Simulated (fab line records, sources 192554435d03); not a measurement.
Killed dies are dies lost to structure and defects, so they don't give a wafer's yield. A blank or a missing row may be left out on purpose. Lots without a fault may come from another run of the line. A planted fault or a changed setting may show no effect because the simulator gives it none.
Problem report in the 8D (eight disciplines) form, filled by code | flow n5_finfet | the parts of the form that need people (team, actions taken, sign-off) are left out

1. THE PROBLEM
killed_at_other at N5_PASSIVATION_PROBE_49 reads a mean of 1045 on 2 wafers of 2 lots; wafers without a fault read 4 with a standard deviation of 3.1. That is +99 or more standard deviations from the usual mean.
First seen on wafer L843.5, day 14 17:51, on prober-02. The record holds 9 wafers of 3 lots with a number at this step. Rule for "out", or "out of limits": more than 4 standard deviations from the usual mean. The other wafers with a number count as sound.

2. WHAT IT IS AND WHAT IT IS NOT
question                    | is                                                                                                                  | is not
which readings at this step | killed_at_other, defect_limited_yield, killed_dies, killed_on_rim, sort_bin_5_function, sort_n_pass, sort_yield_pct | killed_at_M0_to_M3, killed_at_M4_up, killed_at_contacts, killed_short, sort_bin_8_speed
which lots                  | L843, L846                                                                                                          | L852
which wafers of those lots  | L843.5, L846.5                                                                                                      | L843.1, L843.4, L846.1, L846.6
read on which tools         | prober-02                                                                                                           | prober-01
when                        | from day 14 17:51                                                                                                   | up to then (2 sound wafers); but 5 sound wafers of L846, L852 came after

3. SUSPECTS, AND WHAT RULES EACH OUT
Counting: a tool at a process step up to the reading stays a suspect if it ran every lot that is out. Sound lots after the first of them don't rule it out here, since some wafers of a struck lot are sound.
- rie_diel-01 at N5_PASSIVATION_ETCH_15 (etches SiCN in CF4/N2, target depth 75 nm, time 81.2 s): kept. It ran every lot that is out, first L843 (day 14 10:56).
- prober-02 at N5_PASSIVATION_PROBE_49: kept. It ran every lot that is out, first L843 (day 14 17:39). Its own readings are out on those wafers: defect_limited_yield, killed_at_other, killed_dies, killed_on_rim, sort_bin_5_function, sort_n_pass, sort_yield_pct.
Left after counting: rie_diel-01 at N5_PASSIVATION_ETCH_15, prober-02 at N5_PASSIVATION_PROBE_49.

4. THE CAUSE (what the simulator had put in)
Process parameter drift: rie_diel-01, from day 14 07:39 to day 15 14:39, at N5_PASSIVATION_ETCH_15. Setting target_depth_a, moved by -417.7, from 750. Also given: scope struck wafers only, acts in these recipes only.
Counting left 2 suspects, and this tool is among them.

5. THE CHAIN OF EFFECTS, in route order
Each row: a reading whose mean over the struck wafers that have a number lies more than 3 standard deviations from the usual. Only readings for which the record gives a usual standard deviation are gone through. hours: the time from each lot's start at the first step in this table that gives one to its start at this step, as a median over the lots. sigmas: the change in usual standard deviations.
hours | step                    | reading              | usual  | on struck wafers | change | sigmas
0     | N5_PASSIVATION_PROBE_49 | defect_limited_yield | 91.1 % | 0.0              | -91.1  | -70
0     | N5_PASSIVATION_PROBE_49 | killed_at_other      | 4      | 1045             | +1041  | +99 or more
0     | N5_PASSIVATION_PROBE_49 | killed_dies          | 105    | 1180             | +1075  | +72
0     | N5_PASSIVATION_PROBE_49 | killed_on_rim        | 14     | 152              | +138   | +33
0     | N5_PASSIVATION_PROBE_49 | sort_bin_5_function  | 5.3 %  | 95.4             | +90.1  | +99 or more
0     | N5_PASSIVATION_PROBE_49 | sort_n_pass          | 1075   | 0                | -1075  | -72
0     | N5_PASSIVATION_PROBE_49 | sort_yield_pct       | 91.1 % | 0.0              | -91.1  | -70
The process steps in it:
- N5_PASSIVATION_PROBE_49

6. WHAT WOULD HAVE CAUGHT IT SOONER
In this record the first reading out of limits was taken at day 14 17:51, 10 hours after the fault began at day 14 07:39.
Of the tool readings at N5_PASSIVATION_ETCH_15 for which the record gives a usual standard deviation, none was out on any struck wafer, so an alarm limit of 4 standard deviations on them would not have fired.
All the lots that are out (2) had begun N5_PASSIVATION_ETCH_15 on rie_diel-01 by day 14 17:51. A hold on the tool at that time would have spared none of them.
